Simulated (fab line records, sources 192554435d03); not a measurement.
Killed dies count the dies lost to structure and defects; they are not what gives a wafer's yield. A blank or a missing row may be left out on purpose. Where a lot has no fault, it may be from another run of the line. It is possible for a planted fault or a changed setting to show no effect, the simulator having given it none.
Struck lot and sound lot, side by side || flow n5_finfet || 13 out of 1938 route steps
Sound: the wafers L911.3, L911.4, L911.5. Wafers struck: L913.1, L913.2, L913.6. At the end, the cause is stated.
At each step with rows: each side's tool, then ch and its chambers, then its first start. Under that, the readings that differ: sound wafers || struck wafers || difference of the means || sigmas: that difference in standard deviations of wafers without a fault.
alike: readings with means less than 2 such deviations apart, plus words and numbers identical on both sides. not compared: withheld readings, readings lacking a value on some wafer, bounds such as >300 that could conceal the same value, and numbers that have no deviation in the record and whose values overlap.
Wherever a step has rows on one side only, a row that says differs or no value, or a row with sigmas, the two part there. Non-overlapping numbers with no deviation appear without sigmas and do not part them. A reading missing from all wafers of one side parts the sides only when that side holds two or more wafers.

first, 9 steps without rows for these wafers: N5_BEOL_M3_EBR_24; N5_BEOL_M3_SOFTBAKE_23 (time 60 s); N5_BEOL_M3_EXPOSE_25 (exposes mask V2, defocus 5 nm); N5_BEOL_M3_PEB_26 (peb time 60 s); N5_BEOL_M3_DEVELOP_27 (develop time 30 s); N5_BEOL_M3_DESCUM_33 (chemistry O2, time 7 s); N5_BEOL_M3_ETCH_77 (etches underlayer in N2/H2, target depth 6.5 nm, time 5.2 s); N5_BEOL_M3_ETCH_69 (etches SiARC in CF4, target depth 15.6 nm, time 26 s); N5_BEOL_M3_ALD_98 (deposits SiO2, target thk 2.5 nm, pulse time 1 s, co reactant pulse time 1 s).
N5_BEOL_M3_ETCHBACK_99: etches SiO2 in CHF3, target depth 5 nm, time 10.4 s.
  sound on rie_diel-05 ch 0,2,3, day 9 20:56; struck on rie_diel-01 ch 0,1,3, day 10 08:40
  no value came back on the struck wafers for any of 9 readings (CHF3_flow_sccm (sccm), bias_w (W) and others); on the sound wafers CHF3_flow_sccm (sccm) reads 12.00 12.04 12.07
  not compared: rf_hours_counter_h
then, 1 step without rows for these wafers: N5_BEOL_M3_ETCH_70 (etches SOC in N2/H2, target depth 80 nm, overetch 16 nm, time 120 s).
N5_BEOL_M4_RC_MEAS_101:
  the record has rows for the sound wafers here (prober-01 ch 0, day 10 22:16) and none for the struck ones
-- the record jumps here: 6 days lie between the struck wafers' starts before and after (it left off in module BEOL_M4 and takes up again in module PASSIVATION, whose first step shown is number 1936 of the route) --
N5_PASSIVATION_PROBE_49:
  the record has rows for the struck wafers here (prober-01, day 15 22:06) and none for the sound ones

== WHERE THEY PART ==
Last at N5_PASSIVATION_PROBE_49 as far as this record goes, first at N5_BEOL_M3_ETCHBACK_99.

WHY: the cause the simulator had injected
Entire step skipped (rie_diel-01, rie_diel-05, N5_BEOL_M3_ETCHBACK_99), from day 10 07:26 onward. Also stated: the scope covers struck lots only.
